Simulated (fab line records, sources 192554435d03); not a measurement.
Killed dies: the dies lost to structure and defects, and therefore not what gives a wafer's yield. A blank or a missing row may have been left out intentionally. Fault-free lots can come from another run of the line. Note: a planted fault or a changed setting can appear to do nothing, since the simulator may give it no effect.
fab line records | flow n5Finfet | part 2 of 2: steps 24 to 37 of 37
record: lots: 5 | wafers: 15 | lastDay: 16
route steps=1938 shown BEOL_M3@932
lots that met no fault: from a run of the same line without faults
startH: start of the lot's first displayed wafer, in hours after the record's first day | waitH: time in hours since the lot's previous step | " unchanged from the row above | L1.1+2: several wafers, shown together as one row | - value missing, or start not given | * or withheld: withheld | < > ~ a bound
route shown NAME@n: a module of which the file shows steps, and the number in the route of the first | usual: the fault-free wafers' mean and standard deviation | same: alike in all rows | chamber/n: place in a boat | sites: per-site readings | _std_site: their standard deviation | _edge_site: inner sites' mean taken away from outer sites' mean | radiusMm: for every site, how far away it sits from the centre of the wafer | mask NAME#n: copy n | behind: the tool/chamber that last shaped the wafer | hold: the reason the lot was held/the length of the hold in hours/how it ended | device: names the non-switching transistor (n, p or np) | end of line: the route-end tests of the same wafers | a step given without rows: its recipe and nothing more | killed: the dies lost at the first sort to structure and to defects; this is not the yield of the wafer | map: dies across one wafer; x = killed, . = not, _ = none there
set.NAME: the setting the step ran with; set.NAME@STEP: the setting that earlier step ran with | model.NAME: the simulator's own value behind a step, which no gauge read
lots seen at some steps along the route; tables by step, rows by wafer
services: from which hour (startH, from the record's first day; less than 0 if before it) a tool's chamber was out of use, for how many hours, and why
== steps ==
step: N5_BEOL_M3_STRIP_19
recipe: chemistry: O2 | powerW: 400 | tempC: 40 | pressureMtorr: 30 | rfFrequencyHz: 6e+07 | biasPowerW: 0 | overashFraction: 0.2 | o2FlowSccm: 225
usual: drypumpMotorCurrentA: 5.7/0.38 | o2FlowSccm: 225.0/0.6 | oesProductAu: 0.78/0.082 | rfVppV: 3.6/0.47 | showerheadPlenumPTorr: 2.10/0.078 | throttleValvePct: 16.57/0.27
same: overashFraction: 0.2
lot.wafer | tool       | chamber | startH | waitH | drypumpMotorCurrentA | o2FlowSccm | oesProductAu | rfHoursCounterH | rfVppV | showerheadPlenumPTorr | throttleValvePct
L074.4    | rieDiel-01 | 2       | 148.47 | 0.1   | 6.1                  | 224.3      | 0.71         | 208             | 4.1    | 2.01                  | 16.88
L074.5    | "          | 1       | "      | "     | 5.8                  | 224.9      | 0.72         | -               | 4.3    | 2.08                  | 16.54
L074.6    | "          | 2       | "      | "     | 6.1                  | 224.9      | 0.71         | -               | 3.3    | 2.01                  | 16.89
L088.1    | rieDiel-03 | 3       | 231.52 | 0.1   | 5.9                  | 225.8      | 0.68         | 250             | 2.9    | 2.15                  | 17.10
L088.3    | "          | 0       | "      | "     | 5.2                  | 224.4      | 0.83         | 74              | 2.3    | 2.23                  | 16.32
L088.4    | "          | 2       | "      | "     | 5.2                  | 225.3      | 0.75         | 178             | 4.0    | 1.99                  | 16.27
L089.1    | rieDiel-01 | 2       | 239.71 | 0.1   | 6.1                  | 224.5      | 0.69         | 236             | 2.8    | 2.00                  | 16.94
L089.2    | "          | 1       | "      | "     | 5.8                  | 225.3      | 0.69         | 213             | 3.4    | 2.07                  | 16.59
L089.6    | "          | 1       | "      | "     | 5.8                  | 224.8      | 0.69         | -               | 3.8    | 2.07                  | 16.58
L093.4    | rieDiel-06 | 3       | 271.12 | 0.1   | 5.3                  | 225.0      | 0.81         | 91              | 3.4    | 2.21                  | 16.68
L093.5    | "          | 0       | "      | "     | 5.8                  | 224.7      | 0.87         | -               | 4.5    | 2.04                  | 16.69
L093.6    | "          | 3       | "      | "     | 5.3                  | 225.2      | 0.81         | -               | 3.5    | 2.21                  | 16.70
L094.1    | rieDiel-03 | 1       | 272.03 | 0.1   | 6.0                  | 225.8      | 0.78         | 109             | 3.9    | 2.19                  | 16.25
L094.2    | "          | 2       | "      | "     | 5.2                  | 224.1      | 0.73         | 191             | 4.0    | 1.98                  | 16.30
L094.3    | "          | 3       | "      | "     | 5.9                  | 224.4      | 0.94         | 7               | 3.1    | 2.14                  | 16.63
step: N5_BEOL_M3_CD_MEAS_18
recipe: pitchNm: 36 | targetCdNm: 18
usual: cdNm: 18.0/0.37
lot.wafer | tool     | chamber | startH | waitH | cdNm
L074.4    | cdSem-03 | -       | 148.54 | 0.1   | 17.9
L074.5    | "        | -       | "      | "     | 17.1
L074.6    | "        | -       | "      | "     | 18.2
L088.1    | cdSem-01 | -       | 231.59 | 0.0   | 18.2
L088.3    | "        | -       | "      | "     | 17.3
L088.4    | "        | -       | "      | "     | 17.9
L089.1    | cdSem-03 | -       | 239.78 | 0.0   | 18.8
L089.2    | "        | -       | "      | "     | 17.9
L089.6    | "        | -       | "      | "     | 17.5
L093.4    | cdSem-02 | -       | 271.20 | 0.1   | 17.7
L093.5    | "        | -       | "      | "     | 17.9
L093.6    | "        | -       | "      | "     | 17.5
L094.1    | cdSem-02 | -       | 272.10 | 0.0   | 18.6
L094.2    | "        | -       | "      | "     | 18.2
L094.3    | "        | -       | "      | "     | 17.9
step: N5_BEOL_M3_COAT_67
recipe: resist: SOC | tempC: 250 | timeS: 60 | spinRpm: 1500 | resistThkNm: 60
lot.wafer  | tool          | chamber | startH | waitH
L074.4+5+6 | lithoTrack-03 | 0       | 148.58 | 0.0
L088.1+3+4 | lithoTrack-03 | 0       | 231.63 | 0.0
L089.1+2+6 | lithoTrack-05 | 0       | 239.82 | 0.0
L093.4+5+6 | lithoTrack-03 | 0       | 271.23 | 0.0
L094.1+2+3 | lithoTrack-03 | 0       | 272.14 | 0.0
step: N5_BEOL_M3_COAT_68
recipe: resist: SiARC | tempC: 220 | timeS: 60 | spinRpm: 1500 | resistThkNm: 12
lot.wafer  | tool          | chamber | startH | waitH
L074.4+5+6 | lithoTrack-03 | 0       | -      | -
L088.1+3+4 | lithoTrack-03 | 0       | -      | -
L089.1+2+6 | lithoTrack-05 | 0       | -      | -
L093.4+5+6 | lithoTrack-03 | 0       | -      | -
L094.1+2+3 | lithoTrack-03 | 0       | -      | -
step: N5_BEOL_M3_COAT_76
recipe: resist: underlayer | tempC: 205 | timeS: 60 | spinRpm: 1500 | resistThkNm: 5
lot.wafer  | tool          | chamber | startH | waitH
L074.4+5+6 | lithoTrack-03 | 0       | -      | -
L088.1+3+4 | lithoTrack-03 | 0       | -      | -
L089.1+2+6 | lithoTrack-05 | 0       | -      | -
L093.4+5+6 | lithoTrack-03 | 0       | -      | -
L094.1+2+3 | lithoTrack-03 | 0       | -      | -
step: N5_BEOL_M3_COAT_22
recipe: resist: CAR-EUV | spinRpm: 1500 | resistThkNm: 30
lot.wafer  | tool          | chamber | startH | waitH
L074.4+5+6 | lithoTrack-03 | 0       | -      | -
L088.1+3+4 | lithoTrack-03 | 0       | -      | -
L089.1+2+6 | lithoTrack-05 | 0       | -      | -
L093.4+5+6 | lithoTrack-03 | 0       | -      | -
L094.1+2+3 | lithoTrack-03 | 0       | -      | -
step: N5_BEOL_M3_EBR_24
recipe: solvent: PGMEA | ebrWidthMm: 1.5
lot.wafer  | tool          | chamber | startH | waitH
L074.4+5+6 | lithoTrack-03 | 0       | -      | -
L088.1+3+4 | lithoTrack-03 | 0       | -      | -
L089.1+2+6 | lithoTrack-05 | 0       | -      | -
L093.4+5+6 | lithoTrack-03 | 0       | -      | -
L094.1+2+3 | lithoTrack-03 | 0       | -      | -
step: N5_BEOL_M3_SOFTBAKE_23
recipe: tempC: 110 | timeS: 60 | resist: CAR-EUV
lot.wafer  | tool          | chamber | startH | waitH
L074.4+5+6 | lithoTrack-03 | 0       | -      | -
L088.1+3+4 | lithoTrack-03 | 0       | -      | -
L089.1+2+6 | lithoTrack-05 | 0       | -      | -
L093.4+5+6 | lithoTrack-03 | 0       | -      | -
L094.1+2+3 | lithoTrack-03 | 0       | -      | -
step: N5_BEOL_M3_EXPOSE_25
recipe: maskId: V2 | na: 0.33 | sourceShape: quasar | sigmaInner: 0.2 | sigmaOuter: 0.8 | polarization: unpolarized | defocusNm: 5 | doseMj: 63
same: sigmaInner: 0.2 | sigmaOuter: 0.8
lot.wafer  | tool          | chamber | startH | waitH | mask
L074.4+5+6 | euvScanner-01 | 0       | 148.74 | -     | V2#0
L088.1+3+4 | euvScanner-01 | 0       | 231.77 | -     | V2#0
L089.1+2+6 | euvScanner-01 | 0       | 240.08 | -     | V2#0
L093.4+5+6 | euvScanner-01 | 0       | 271.52 | -     | V2#0
L094.1+2+3 | euvScanner-01 | 0       | 272.27 | -     | V2#0
step: N5_BEOL_M3_PEB_26
recipe: pebTempC: 100 | pebTimeS: 60 | resist: CAR-EUV
lot.wafer  | tool          | chamber | startH | waitH
L074.4+5+6 | lithoTrack-04 | 0       | 148.79 | 0.0
L088.1+3+4 | lithoTrack-03 | 0       | 231.85 | 0.1
L089.1+2+6 | lithoTrack-05 | 0       | 240.16 | 0.1
L093.4+5+6 | lithoTrack-03 | 0       | 271.57 | 0.0
L094.1+2+3 | lithoTrack-05 | 0       | 272.35 | 0.1
step: N5_BEOL_M3_DEVELOP_27
recipe: developTimeS: 30 | developer: TMAH | resist: CAR-EUV | rinseLiquid: surfactantRinse | dry: airSpin | devTempC: 23
lot.wafer  | tool          | chamber | startH | waitH
L074.4+5+6 | lithoTrack-04 | 0       | -      | -
L088.1+3+4 | lithoTrack-03 | 0       | -      | -
L089.1+2+6 | lithoTrack-05 | 0       | -      | -
L093.4+5+6 | lithoTrack-03 | 0       | -      | -
L094.1+2+3 | lithoTrack-05 | 0       | -      | -
step: N5_BEOL_M3_CD_MEAS_28
recipe: targetCdNm: 25.7 | landingEnergyEv: 500 | detector: seInlens | targetCdYNm: 23.3 | polarity: opening
usual: cdNm: 25.71/0.24
lot.wafer | tool     | chamber | startH | waitH | cdNm
L074.4    | cdSem-03 | 0       | 148.86 | -     | 25.93
L074.5    | "        | 0       | "      | "     | 26.14
L074.6    | "        | 0       | "      | "     | 25.57
L088.1    | cdSem-02 | 0       | 231.92 | -     | 26.27
L088.3    | "        | 0       | "      | "     | 25.99
L088.4    | "        | 0       | "      | "     | 25.82
L089.1    | cdSem-02 | 0       | 240.23 | -     | 25.56
L089.2    | "        | 0       | "      | "     | 25.50
L089.6    | "        | 0       | "      | "     | 25.77
L093.4    | cdSem-03 | 0       | 271.64 | -     | 25.61
L093.5    | "        | 0       | "      | "     | 25.33
L093.6    | "        | 0       | "      | "     | 25.57
L094.1    | cdSem-01 | 0       | 272.42 | -     | 25.38
L094.2    | "        | 0       | "      | "     | 25.86
L094.3    | "        | 0       | "      | "     | 25.66
step: N5_BEOL_M3_OVL_MEAS_29
recipe: pointsPerWafer: 522
usual: V2_OVL: 0.1/0.69
lot.wafer | tool       | chamber | startH | waitH | V2_OVL[nm]
L074.4    | overlay-02 | 0       | 148.91 | 0.0   | -0.1
L074.5    | "          | 0       | "      | "     | 1.3
L074.6    | "          | 0       | "      | "     | -1.0
L088.1    | overlay-01 | 0       | 231.95 | 0.0   | 0.3
L088.3    | "          | 0       | "      | "     | -0.3
L088.4    | "          | 0       | "      | "     | -0.2
L089.1    | overlay-01 | 0       | 240.26 | 0.0   | -1.4
L089.2    | "          | 0       | "      | "     | 0.4
L089.6    | "          | 0       | "      | "     | -0.9
L093.4    | overlay-01 | 0       | 271.69 | 0.0   | -0.4
L093.5    | "          | 0       | "      | "     | 1.3
L093.6    | "          | 0       | "      | "     | -0.5
L094.1    | overlay-02 | 0       | 272.45 | 0.0   | 1.3
L094.2    | "          | 0       | "      | "     | 0.3
L094.3    | "          | 0       | "      | "     | 1.4
step: N5_BEOL_M3_INSPECT_30
recipe: mode: adi | inspectInstrument: brightfield
usual: rawDefectCount: 400/110
lot.wafer | tool             | chamber | startH | waitH | rawDefectCount
L074.4    | defectInspect-02 | -       | 148.95 | 0.0   | 350
L074.5    | "                | -       | "      | "     | 343
L074.6    | "                | -       | "      | "     | 408
L088.1    | defectInspect-02 | -       | 232.00 | 0.1   | 333
L088.3    | "                | -       | "      | "     | 449
L088.4    | "                | -       | "      | "     | 418
L089.1    | defectInspect-02 | -       | 240.32 | 0.1   | 520
L089.2    | "                | -       | "      | "     | 460
L089.6    | "                | -       | "      | "     | 371
L093.4    | defectInspect-01 | -       | 271.73 | 0.0   | 444
L093.5    | "                | -       | "      | "     | 410
L093.6    | "                | -       | "      | "     | 370
L094.1    | defectInspect-02 | -       | 272.51 | 0.1   | 500
L094.2    | "                | -       | "      | "     | 504
L094.3    | "                | -       | "      | "     | 608
== services ==
tool          | chamber | startH | hours | kind
pvdSputter-03 | -       | 124.48 | 12.1  | repair
pvdSputter-01 | -       | 129.67 | 3.7   | repair
euvScanner-02 | -       | 131.15 | 0.8   | repair
euvScanner-01 | -       | 145.52 | 1.0   | pm
pvdSputter-03 | -       | 150.18 | 7.7   | repair
pecvd-01      | 1       | 151.00 | 6.7   | repair
euvScanner-02 | -       | 154.26 | 1.0   | pm
rieDiel-06    | 0       | 191.26 | 3.2   | repair
rieDiel-03    | 0       | 195.40 | 6.6   | repair
euvScanner-02 | -       | 195.97 | 4.6   | repair
euvScanner-01 | -       | 201.67 | 1.0   | pm
rieDiel-06    | 1       | 206.40 | 12.2  | repair
pecvd-01      | 2       | 209.43 | 19.8  | repair
euvScanner-02 | -       | 210.41 | 1.0   | pm
rieDiel-06    | -       | 215.37 | 0.3   | repair
rieDiel-03    | 3       | 218.34 | 1.6   | repair
rieDiel-03    | -       | 218.39 | 7.2   | repair
pecvd-01      | -       | 229.78 | 28.1  | pm
euvScanner-02 | -       | 240.17 | 4.6   | pm
rieMetal-03   | -       | 245.41 | 2.8   | pm
rieDiel-06    | 3       | 248.87 | 4.0   | repair
euvScanner-01 | -       | 257.82 | 1.0   | pm
euvScanner-02 | -       | 266.60 | 1.0   | pm
rieDiel-01    | 1       | 271.31 | 18.5  | repair
